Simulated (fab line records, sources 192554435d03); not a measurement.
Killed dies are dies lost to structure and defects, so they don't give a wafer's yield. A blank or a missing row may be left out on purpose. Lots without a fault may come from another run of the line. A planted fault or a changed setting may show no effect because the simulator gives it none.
fab line records | flow n5_finfet
record lots=7 wafers=21
route steps=1938 shown BEOL_M0_SAQP@646 BEOL_M0_CUTY@711 BEOL_M0@715 BEOL_M1@800 BEOL_M2@858
start_h: hours from the record's first day to the start of the lot's first wafer shown | wait_h: hours since the lot's step before | " the same as in the row above | L1.1+2: a row that stands for several wafers | - no value, or no start given | * or withheld: withheld | < > ~ a bound
route shown NAME@n: a module of which the file shows steps, and the number in the route of the first | usual: mean/standard deviation of fault-free wafers | same: alike in all rows | chamber/n: place in a boat | sites: the reading at each site | _std_site: their standard deviation | _edge_site: outer sites' mean less inner sites' | radius_mm: how far each site lies from the wafer's centre | mask NAME#n: copy n | behind: the tool/chamber that last shaped the wafer | hold: why the lot was held/for how many hours/how that ended | device: the transistor (n, p or np) that didn't switch | end of line: the same wafers' tests at the end of the route | a step without rows: its recipe alone | killed: dies lost to structure and defects at the first sort, not the wafer's yield | map: a wafer's dies, x killed, . not, _ none there
set.NAME: the setting as run; set.NAME@STEP: as run at that earlier step | model.NAME: the simulator's own value behind a step, which no gauge read
lots whose settings were changed on purpose; a table a step, a row a wafer
## steps
# step N5_BEOL_M0_SAQP_EXPOSE_11
# recipe mask_id=M0_CORE na=1.35 source_shape=dipole sigma_inner=0.538 sigma_outer=0.738 polarization=te target_cd_nm=42 dose_mj=55
# columns lot.wafer tool chamber start_h wait_h mask set.dose_mj
L076.3+4+6 arfi_scanner-02 0 122.37 - M0_CORE#0 55
L077.3 arfi_scanner-02 0 124.05 - M0_CORE#0 55
L077.5+6 " 0 " " M0_CORE#0 56.68
L078.4+6 arfi_scanner-03 0 129.24 - M0_CORE#0 55
L078.5 " 0 " " M0_CORE#0 52.01
L082.2 arfi_scanner-02 0 155.79 - M0_CORE#0 51.45
L082.4+6 " 0 " " M0_CORE#0 55
L083.3 arfi_scanner-02 0 166.50 - M0_CORE#0 55
L083.5+6 " 0 " " M0_CORE#0 58.12
L090.3+4 arfi_scanner-01 0 203.97 - M0_CORE#0 55
L090.6 " 0 " " M0_CORE#0 53.31
L094.2+4 arfi_scanner-01 0 223.30 - M0_CORE#0 58.98
L094.3 " 0 " " M0_CORE#0 55
# step N5_BEOL_M0_SAQP_PEB_12
# recipe peb_temp_c=withheld peb_time_s=60 resist=CAR-ArF
# step N5_BEOL_M0_SAQP_DEVELOP_13
# recipe develop_time_s=30 developer=TMAH resist=CAR-ArF dev_temp_c=23 rinse_liquid=diw dry=air_spin
# step N5_BEOL_M0_SAQP_CD_MEAS_14
# recipe target_cd_nm=42.5 landing_energy_ev=500 detector=se_inlens
# usual cd_nm=42.5/0.3
# columns lot.wafer tool chamber start_h wait_h set.dose_mj@BEOL_M0_SAQP_EXPOSE_11 cd_nm
L076.3 cd_sem-03 0 122.49 - 55 42.7
L076.4 " 0 " " 55 42.5
L076.6 " 0 " " 55 42.6
L077.3 cd_sem-01 0 124.17 - 55 41.9
L077.5 " 0 " " 56.68 41.0
L077.6 " 0 " " 56.68 41.5
L078.4 cd_sem-02 0 129.36 - 55 42.1
L078.5 " 0 " " 52.01 44.2
L078.6 " 0 " " 55 42.4
L082.2 cd_sem-03 0 155.91 - 51.45 44.6
L082.4 " 0 " " 55 42.1
L082.6 " 0 " " 55 42.5
L083.3 cd_sem-01 0 166.61 - 55 42.3
L083.5 " 0 " " 58.12 40.3
L083.6 " 0 " " 58.12 40.9
L090.3 cd_sem-01 0 204.09 - 55 42.4
L090.4 " 0 " " 55 42.7
L090.6 " 0 " " 53.31 43.5
L094.2 cd_sem-03 0 223.42 - 58.98 40.6
L094.3 " 0 " " 55 42.9
L094.4 " 0 " " 58.98 41.1
# step N5_BEOL_M0_SAQP_ETCH_106
# recipe chemistry=N2/H2 target=SOC target_depth_a=1500 stop_on=SiNx ion_energy_ev=100 bias_w=61 pressure_mtorr=30 source_w=850 n2_flow_sccm=200 h2_flow_sccm=200
# columns lot.wafer tool chamber start_h wait_h set.target_depth_a model.SOC_of_BEOL_M0_SAQP_COAT_105.thk_nm
L076.3 rie_diel-03 1 125.99 - 1500 24.2
L076.4 " 2 " " 1500 22.6
L076.6 " 3 " " 1500 22.8
L077.3 rie_diel-06 3 127.47 - 1628 18
L077.5 " 2 " " 1628 16.4
L077.6 " 0 " " 1628 17.6
L078.4 rie_diel-01 3 132.07 - 1500 21
L078.5 " 2 " " 1500 23.2
L078.6 " 1 " " 1500 25
L082.2 rie_diel-01 3 158.32 - 1500 21.6
L082.4 " 3 " " 1589 17
L082.6 " 0 " " 1500 22.8
L083.3 rie_diel-06 2 169.37 - 1500 22.6
L083.5 " 1 " " 1593 17
L083.6 " 0 " " 1500 23.2
L090.3 rie_diel-06 3 206.44 - 1500 25.6
L090.4 " 0 " " 1608 20
L090.6 " 1 " " 1608 17.8
L094.2 rie_diel-03 3 226.05 - 1500 24.4
L094.3 " 2 " " 1500 23.2
L094.4 " 0 " " 1500 23.6
# step N5_BEOL_M0_SAQP_ETCH_107
# recipe chemistry=CH3F/O2 target=SiNx target_depth_a=300 mask_material=SOC pressure_mtorr=30 source_w=395 bias_w=73 Ar_flow_sccm=150 CH3F_flow_sccm=30 O2_flow_sccm=20 ion_energy_ev=120
# columns lot.wafer tool chamber start_h wait_h set.target_depth_a@BEOL_M0_SAQP_ETCH_106 model.SOC_of_BEOL_M0_SAQP_COAT_105.thk_nm
L076.3 rie_diel-03 1 126.05 0.0 1500 13.4
L076.4 " 2 " " 1500 11.6
L076.6 " 3 " " 1500 11.8
L077.3 rie_diel-06 3 127.53 0.0 1628 7.2
L077.5 " 2 " " 1628 5.4
L077.6 " 0 " " 1628 6.6
L078.4 rie_diel-01 3 132.12 0.0 1500 10
L078.5 " 2 " " 1500 12.4
L078.6 " 1 " " 1500 14.2
L082.2 rie_diel-01 3 158.38 0.0 1500 10.4
L082.4 " 3 " " 1589 5.8
L082.6 " 0 " " 1500 11.8
L083.3 rie_diel-06 2 169.43 0.0 1500 11.6
L083.5 " 1 " " 1593 5.8
L083.6 " 0 " " 1500 12.4
L090.3 rie_diel-06 3 206.50 0.0 1500 14.8
L090.4 " 0 " " 1608 9.2
L090.6 " 1 " " 1608 7
L094.2 rie_diel-03 3 226.11 0.0 1500 13.6
L094.3 " 2 " " 1500 12.2
L094.4 " 0 " " 1500 12.6
# step N5_BEOL_M0_SAQP_SPACER2_ALD_26
# recipe material=SiO2 target_thk_a=150 temp_c=300 ald_precursor_family=BDEAS ald_co_reactant=O2-plasma pulse_time_s=1 purge_time_s=2 co_reactant_purge_time_s=2 pressure_torr=2
# columns lot.wafer tool chamber start_h wait_h set.target_thk_a model.SiO2_of_BEOL_M0_SAQP_SPACER2_ALD_26.thk_nm
L076.3+4+6 ald_sin-01 3,1,2 126.29 0.1 150 15
L077.3 ald_sin-01 1 127.77 0.1 156.9 15.8
L077.5 " 2 " " 150 15
L077.6 " 3 " " 156.9 15.6
L078.4+6 ald_sin-02 1,0 133.16 0.9 150 15
L078.5 " 1 " " 143.5 14.4
L082.2+4 ald_sin-02 3,2 158.66 0.1 132.8 13.2
L082.6 " 2 " " 150 15
L083.3 ald_sin-03 2 169.67 0.1 150 15.2
L083.5+6 " 3,2 " " 161.9 16.2
L090.3+4+6 ald_sin-01 3,2,2 206.74 0.1 150 15
L094.2+3+4 ald_sin-02 2,0,1 226.43 0.2 150 15
# step N5_BEOL_M0_SAQP_SPACER2_ETCHBACK_27
# recipe chemistry=CHF3/O2 mode=anisotropic_etchback target=SiO2 target_depth_a=225 time_s=11.25 pressure_mtorr=30 source_w=650 bias_w=170 Ar_flow_sccm=200 CHF3_flow_sccm=50 O2_flow_sccm=5 ion_energy_ev=200
# step N5_BEOL_M0_SAQP_MANDREL2_REMOVE_110
# recipe chemistry=HBr/Cl2/O2 bt_time_s=10 target=a-Si stop_on=SiCN endpoint=OES-SiCl over_etch_frac=1 icp_w=600 bias_w=30 HBr_flow_sccm=150 Cl2_flow_sccm=80 O2_flow_sccm=5 pressure_mtorr=10
# columns lot.wafer tool chamber start_h wait_h set.target_thk_a@BEOL_M0_SAQP_SPACER2_ALD_26 model.BEOL_M0_SAQP.cd_nm
L076.3+4+6 rie_si-02 2,3,3 127.00 0.1 150 15
L077.3 rie_si-04 0 128.41 0.1 156.9 15.8
L077.5 " 1 " " 150 15
L077.6 " 2 " " 156.9 15.6
L078.4+6 rie_si-02 3,0 133.82 0.1 150 15
L078.5 " 1 " " 143.5 14.4
L082.2+4 rie_si-06 0,3 159.32 0.1 132.8 13.2
L082.6 " 2 " " 150 15
L083.3 rie_si-02 1 170.33 0.1 150 15
L083.5+6 " 0,3 " " 161.9 16.2
L090.3 rie_si-02 2 207.38 0.1 150 14.8
L090.4+6 " 3,1 " " 150 15
L094.2+3+4 rie_si-06 1,3,2 227.13 0.1 150 15
# step N5_BEOL_M0_SAQP_CD_MEAS_29
# recipe target_cd_nm=14.4 landing_energy_ev=1000 detector=se_inlens
# usual cd_nm=14.96/0.22
# columns lot.wafer tool chamber start_h wait_h set.target_thk_a@BEOL_M0_SAQP_SPACER2_ALD_26 cd_nm
L076.3 cd_sem-02 0 127.11 0.1 150 14.72
L076.4 " 0 " " 150 14.94
L076.6 " 0 " " 150 15.23
L077.3 cd_sem-02 0 128.52 0.1 156.9 15.43
L077.5 " 0 " " 150 15.08
L077.6 " 0 " " 156.9 15.37
L078.4 cd_sem-03 0 133.93 0.1 150 15.09
L078.5 " 0 " " 143.5 14.40
L078.6 " 0 " " 150 14.88
L082.2 cd_sem-02 0 159.43 0.1 132.8 13.39
L082.4 " 0 " " 132.8 12.96
L082.6 " 0 " " 150 14.99
L083.3 cd_sem-02 0 170.44 0.1 150 15.04
L083.5 " 0 " " 161.9 16.05
L083.6 " 0 " " 161.9 16.60
L090.3 cd_sem-01 0 207.49 0.1 150 14.97
L090.4 " 0 " " 150 15.09
L090.6 " 0 " " 150 14.73
L094.2 cd_sem-01 0 227.24 0.1 150 15.00
L094.3 " 0 " " 150 14.88
L094.4 " 0 " " 150 15.11
# step N5_BEOL_M0_SAQP_COAT_69
# recipe resist=SOC temp_c=250 time_s=60 spin_rpm=1500 resist_thk_nm=90
# step N5_BEOL_M0_SAQP_COAT_72
# recipe resist=SiARC temp_c=220 time_s=60 spin_rpm=1500 resist_thk_nm=15
# step N5_BEOL_M0_CUTY_DESCUM_61
# recipe chemistry=O2 time_s=7.9 source_power_w=50 bias_power_w=20 pressure_mtorr=20 rf_frequency_hz=2.712e+07 temp_c=40 resist=CAR-ArF-block o2_flow_sccm=225
# step N5_BEOL_M0_CUTY_ETCH_62
# recipe chemistry=CF4 target=SiARC mask_material=CAR-ArF-block time_s=58.5 ion_energy_ev=80 pressure_mtorr=40 source_w=545 bias_w=36 Ar_flow_sccm=100 cf4_flow_sccm=100 ends=cleared
# step N5_BEOL_M0_CUTY_ETCH_63
# recipe chemistry=N2/H2 target=SOC target_depth_a=827 overetch_a=165 mask_material=SiARC temp_c=40 ion_energy_ev=200 time_s=124 pressure_mtorr=30 source_w=840 bias_w=150 n2_flow_sccm=200 h2_flow_sccm=200
# columns lot.wafer tool chamber start_h wait_h set.target_thk_a@BEOL_M0_SAQP_SPACER2_ALD_26 model.SiO2_of_BEOL_M0_SAQP_SPACER2_ALD_26.thk_nm
L076.3 rie_diel-04 1 129.66 0.0 150 7
L076.4+6 " 2,0 " " 150 7.2
L077.3+6 rie_diel-02 0,3 130.46 0.0 156.9 7.8
L077.5 " 0 " " 150 7.2
L078.4+6 rie_diel-04 0,2 136.04 0.0 150 7.2
L078.5 " 3 " " 143.5 6.6
L082.2+4 rie_diel-04 3 162.10 0.0 132.8 5.4
L082.6 " 1 " " 150 7
L083.3 rie_diel-02 1 172.52 0.0 150 7.2
L083.5 " 2 " " 161.9 8.2
L083.6 " 3 " " 161.9 8.4
L090.3+4+6 rie_diel-04 2,1,1 209.66 0.0 150 7.2
L094.2+3 rie_diel-04 3,0 229.27 0.0 150 7
L094.4 " 1 " " 150 7.2
# step N5_BEOL_M0_CUTY_STRIP_64
# recipe chemistry=N2/H2 temp_c=40 n2_flow_sccm=200 h2_flow_sccm=200 rf_frequency_hz=6e+07
# step N5_BEOL_M0_ETCH_138
# recipe chemistry=CH3F/O2 target_depth_a=120 target=SiCN time_s=31.6 ion_energy_ev=120 pressure_mtorr=30 source_w=395 bias_w=75 Ar_flow_sccm=150 CH3F_flow_sccm=30 O2_flow_sccm=20 ends=cleared
# step N5_BEOL_M0_HM_OPEN_105
# recipe chemistry=Cl2/BCl3 target_depth_a=120 target=TiN ion_energy_ev=150 pressure_mtorr=10 icp_w=1000 bias_w=126 Cl2_flow_sccm=53.25 bcl3_flow_sccm=21.75 Ar_flow_sccm=25
# columns lot.wafer tool chamber start_h wait_h set.target_thk_a@BEOL_M0_SAQP_SPACER2_ALD_26 model.SiO2_of_BEOL_M0_SAQP_SPACER2_ALD_26.thk_nm
L077.3+6 rie_metal-02 0 131.18 0.6 156.9 3.4
L077.5 " 1 " " 150 2.8
L076.3+4+6 rie_metal-03 1,0,1 131.27 1.5 150 2.8
L078.4+6 rie_metal-01 1 138.62 2.4 150 2.6
L078.5 " 0 " " 143.5 2
L082.2+4 rie_metal-01 1,0 165.32 3.1 132.8 1.6
L082.6 " 0 " " 150 2.6
L083.3 rie_metal-01 0 174.03 1.4 150 2.8
L083.5 " 1 " " 161.9 3.8
L083.6 " 0 " " 161.9 4
L090.3+4+6 rie_metal-02 1,0,1 210.62 0.8 150 2.8
L094.2+3+4 rie_metal-02 1,1,0 229.93 0.5 150 2.6
# step N5_BEOL_M0_ETCH_109
# recipe chemistry=CH3F/O2 target_depth_a=80 overetch_a=24 target=SiCN time_s=27.4 ion_energy_ev=120 pressure_mtorr=30 source_w=395 bias_w=75 Ar_flow_sccm=150 CH3F_flow_sccm=30 O2_flow_sccm=20
# usual rf_vpp_V=298.2/1.6
# columns lot.wafer tool chamber start_h wait_h set.bias_w rf_vpp_V
L077.3 rie_diel-02 3 131.92 0.0 82.66 315.0
L077.5 " 1 " " 82.66 316.3
L077.6 " 2 " " 75 300.1
L076.3 rie_diel-02 1 132.04 0.0 75 298.9
L076.4 " 0 " " 75 295.5
L076.6 " 2 " " 75 299.7
L078.4 rie_diel-02 1 139.21 0.0 75 298.8
L078.5 " 0 " " 75 295.6
L078.6 " 3 " " 75 295.4
L082.2 rie_diel-02 3 165.90 0.0 70.5 286.2
L082.4 " 0 " " 75 297.6
L082.6 " 1 " " 75 298.9
L083.3 rie_diel-02 3 175.88 0.0 87.91 327.3
L083.5 " 1 " " 75 300.1
L083.6 " 2 " " 75 299.4
L090.3 rie_diel-02 0 211.23 0.1 75 295.3
L090.4 " 3 " " 75 296.4
L090.6 " 1 " " 75 299.1
L094.2 rie_diel-02 2 230.51 0.0 81.24 315.0
L094.3 " 3 " " 81.24 310.6
L094.4 " 1 " " 75 298.2
# step N5_BEOL_M1_TRENCH_ETCH_37
# recipe chemistry=C4F6/O2 target_depth_a=552.07 target=SiOC time_s=29 ion_energy_ev=250 pressure_mtorr=30 source_w=355 bias_w=185 Ar_flow_sccm=300 C4F6_flow_sccm=10 O2_flow_sccm=10
# columns lot.wafer tool chamber start_h wait_h set.time_s model.etch.depth_nm model.BEOL_M1.feature_depth_nm
L076.3 rie_diel-06 1 - - 29 55.62 55.6
L076.4 " 0 " " 29 54.62 54.6
L076.6 " 1 " " 29 55.97 56
L077.3 rie_diel-06 2 - - 23.23 44.38 44.4
L077.5 " 1 " " 29 55.61 55.6
L077.6 " 2 " " 23.23 44.47 44.4
L078.4 rie_diel-01 1 - - 35 66.29 66.2
L078.5 " 0 " " 29 56.06 56
L078.6 " 3 " " 35 69.07 69
L082.2 rie_diel-03 1 - - 31.77 59.88 59.8
L082.4 " 2 " " 29 55.32 55.4
L082.6 " 0 " " 31.77 60.43 60.4
L083.3 rie_diel-01 3 - - 29 55.84 55.8
L083.5 " 2 " " 29 54.72 54.8
L083.6 " 1 " " 27.21 50.37 50.4
L090.3 rie_diel-01 3 - - 29 56.51 56.6
L090.4 " 1 " " 33.64 63.19 63.2
L090.6 " 0 " " 29 56.57 56.6
L094.2 rie_diel-03 1 - - 29 55.05 55
L094.3 " 3 " " 32.78 61.89 61.8
L094.4 " 0 " " 29 55.6 55.6
# step N5_BEOL_M1_ETCH_41
# recipe chemistry=CH3F/O2 target=SiCN target_depth_a=319 taper_deg=2 time_s=57.8 ion_energy_ev=120 mask_material=TiN pressure_mtorr=30 source_w=395 bias_w=75 Ar_flow_sccm=150 CH3F_flow_sccm=30 O2_flow_sccm=20
# step N5_BEOL_M1_STRIP_97
# recipe chemistry=N2/H2 time_s=10 power_w=450 temp_c=40 pressure_mtorr=20 rf_frequency_hz=6e+07 bias_power_w=7 n2_flow_sccm=200 h2_flow_sccm=200
# step N5_BEOL_M1_OCD_MEAS_38
# usual trench_depth_nm=55.4/0.77
# columns lot.wafer tool chamber start_h wait_h set.time_s@BEOL_M1_TRENCH_ETCH_37 trench_depth_nm
L076.3 ocd-02 - 155.26 - 29 56.0
L076.4 " - " " 29 55.1
L076.6 " - " " 29 55.7
L077.3 ocd-02 - 158.48 - 23.23 44.6
L077.5 " - " " 29 55.3
L077.6 " - " " 23.23 44.3
L078.4 ocd-02 - 161.39 - 35 66.2
L078.5 " - " " 29 56.3
L078.6 " - " " 35 69.4
L082.2 ocd-02 - 187.28 - 31.77 59.9
L082.4 " - " " 29 55.4
L082.6 " - " " 31.77 61.0
L083.3 ocd-02 - 192.24 - 29 55.9
L083.5 " - " " 29 54.9
L083.6 " - " " 27.21 50.3
L090.3 ocd-01 - 222.53 - 29 56.4
L090.4 " - " " 33.64 63.7
L090.6 " - " " 29 56.3
L094.2 ocd-01 - 244.34 - 29 54.7
L094.3 " - " " 32.78 61.6
L094.4 " - " " 29 55.6
# step N5_BEOL_M2_ETCH_74
# recipe chemistry=N2/H2 target=underlayer target_depth_a=65 mask_material=CAR-EUV time_s=5.2 ion_energy_ev=200 pressure_mtorr=30 source_w=840 bias_w=150 n2_flow_sccm=200 h2_flow_sccm=200 ends=cleared
# usual etch_rf_on_time_s=5.21/0.076 rf_vpp_V=525.0/2.8
# columns lot.wafer tool chamber start_h wait_h set.source_w etch_rf_on_time_s rf_vpp_V
L076.3 rie_diel-02 0 160.85 0.0 840 5.24 520.5
L076.4 " 2 " " 840 5.14 526.9
L076.6 " 2 " " 840 5.17 527.7
L077.3 rie_diel-04 3 165.73 0.0 840 5.26 524.2
L077.5 " 2 " " 840 5.25 523.9
L077.6 " 1 " " 840 5.22 522.3
L078.4 rie_diel-04 2 166.73 0.0 840 5.35 523.7
L078.5 " 3 " " 840 5.29 527.2
L078.6 " 1 " " 840 5.27 522.1
L082.2 rie_diel-02 3 193.01 0.0 782.3 5.70 534.1
L082.4 " 1 " " 782.3 5.44 540.8
L082.6 " 2 " " 782.3 5.44 538.5
L083.3 rie_diel-05 1 198.52 0.0 840 5.18 528.9
L083.5 " 1 " " 840 5.21 527.9
L083.6 " 0 " " 700.3 5.96 557.5
L090.3 rie_diel-05 3 227.28 0.0 840 5.27 527.9
L090.4 " 2 " " 840 5.22 524.7
L090.6 " 1 " " 840 5.29 528.4
L094.2 rie_diel-02 1 250.22 0.0 840 5.13 526.1
L094.3 " 3 " " 716.7 6.12 547.5
L094.4 " 0 " " 840 5.23 518.9
## key
split step=N5_BEOL_M0_SAQP_EXPOSE_11 setting=dose_mj stated=55 by=wafer
response step=N5_BEOL_M0_SAQP_CD_MEAS_14 reading=cd_nm change=-0.313 per=1% r=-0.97
split step=N5_BEOL_M0_SAQP_ETCH_106 setting=target_depth_a stated=1500 by=wafer
response step=N5_BEOL_M0_SAQP_ETCH_106 reading=model.SOC_of_BEOL_M0_SAQP_COAT_105.thk_nm change=-0.922 per=1% r=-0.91
response step=N5_BEOL_M0_SAQP_ETCH_107 reading=model.SOC_of_BEOL_M0_SAQP_COAT_105.thk_nm change=-0.941 per=1% r=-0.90
split step=N5_BEOL_M0_SAQP_SPACER2_ALD_26 setting=target_thk_a stated=150 by=wafer
response step=N5_BEOL_M0_SAQP_SPACER2_ALD_26 reading=model.SiO2_of_BEOL_M0_SAQP_SPACER2_ALD_26.thk_nm change=+0.147 per=1% r=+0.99
response step=N5_BEOL_M0_SAQP_MANDREL2_REMOVE_110 reading=model.BEOL_M0_SAQP.cd_nm change=+0.154 per=1% r=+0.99
response step=N5_BEOL_M0_SAQP_CD_MEAS_29 reading=cd_nm change=+0.149 per=1% r=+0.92
response step=N5_BEOL_M0_CUTY_ETCH_63 reading=model.SiO2_of_BEOL_M0_SAQP_SPACER2_ALD_26.thk_nm change=+0.138 per=1% r=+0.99
response step=N5_BEOL_M0_HM_OPEN_105 reading=model.SiO2_of_BEOL_M0_SAQP_SPACER2_ALD_26.thk_nm change=+0.109 per=1% r=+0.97
split step=N5_BEOL_M0_ETCH_109 setting=bias_w stated=75 by=wafer
response step=N5_BEOL_M0_ETCH_109 reading=rf_vpp_V change=+1.63 per=1% r=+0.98
split step=N5_BEOL_M1_TRENCH_ETCH_37 setting=time_s stated=29 by=wafer
response step=N5_BEOL_M1_TRENCH_ETCH_37 reading=model.etch.depth_nm change=+0.53 per=1% r=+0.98
response step=N5_BEOL_M1_TRENCH_ETCH_37 reading=model.BEOL_M1.feature_depth_nm change=+0.528 per=1% r=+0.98
response step=N5_BEOL_M1_OCD_MEAS_38 reading=trench_depth_nm change=+0.533 per=1% r=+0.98
split step=N5_BEOL_M2_ETCH_74 setting=source_w stated=840 by=wafer
response step=N5_BEOL_M2_ETCH_74 reading=etch_rf_on_time_s change=* per=1% r=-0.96
response step=N5_BEOL_M2_ETCH_74 reading=rf_vpp_V change=-1.73 per=1% r=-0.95
